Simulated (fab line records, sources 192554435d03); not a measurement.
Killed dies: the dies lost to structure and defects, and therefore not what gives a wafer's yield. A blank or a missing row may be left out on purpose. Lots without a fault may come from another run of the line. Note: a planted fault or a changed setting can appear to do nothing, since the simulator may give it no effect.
Chamber matching | flow n5 finfet | 3 sister chambers for N5_BEOL_M1_ILD_DEP_00 on pecvd-04
The step deposits SiOC from DEMS/O2, target thk 79 nm, time 15.3 s. 6 wafers are shown with their chamber, then 11 later ones without.

## EACH WAFER AND ITS CHAMBER
wafer  | chamber | throttle valve pct (%) | showerhead plenum p Torr (Torr)
L082.2 | 2       | 11.8                   | 5.719
L085.4 | 0       | 13.6                   | 5.649
L087.1 | 2       | 11.6                   | 5.698
L087.2 | 0       | 13.7                   | 5.663
L087.3 | 1       | 12.5                   | 5.705
L088.1 | 1       | 12.5                   | 5.719

## WAFERS WHOSE CHAMBER IS MISSING
wafer  | throttle valve pct (%) | showerhead plenum p Torr (Torr)
L088.4 | 13.3                   | 5.673
L088.6 | 11.9                   | 5.705
L090.3 | 13.3                   | 5.653
L090.4 | 11.7                   | 5.694
L090.6 | 12.7                   | 5.722
L093.1 | 13.5                   | 5.668
L093.5 | 11.7                   | 5.691
L093.6 | 13.4                   | 5.660
L097.1 | 13.3                   | 5.674
L097.2 | 11.9                   | 5.703
L097.3 | 12.4                   | 5.716

## CHAMBER TAKEN BY EACH
wafer  | from the rows above | in truth
L088.4 | 0                   | 0
L088.6 | 2                   | 2
L090.3 | 0                   | 0
L090.4 | 2                   | 2
L090.6 | 1                   | 1
L093.1 | 0                   | 0
L093.5 | 2                   | 2
L093.6 | 0                   | 0
L097.1 | 0                   | 0
L097.2 | 2                   | 2
L097.3 | 1                   | 1
Correct placement for 11 of the 11. Can't be placed from these rows: 0. 0 placed wrongly.
How it was worked out, from the rows above alone: a wafer's distance from a chamber is the root of the sum, over the readings, of the square of ((its reading less the chamber's mean) divided by the reading's scatter). If the next closest chamber is less than 2 further off than the closest, the wafer can't be placed; otherwise it belongs to the closest. A chamber's mean is the mean of its shown wafers. The scatter: take each reading less its chamber's mean, square it, sum over the shown wafers, divide by the number of wafers less the number of chambers, and take the root.
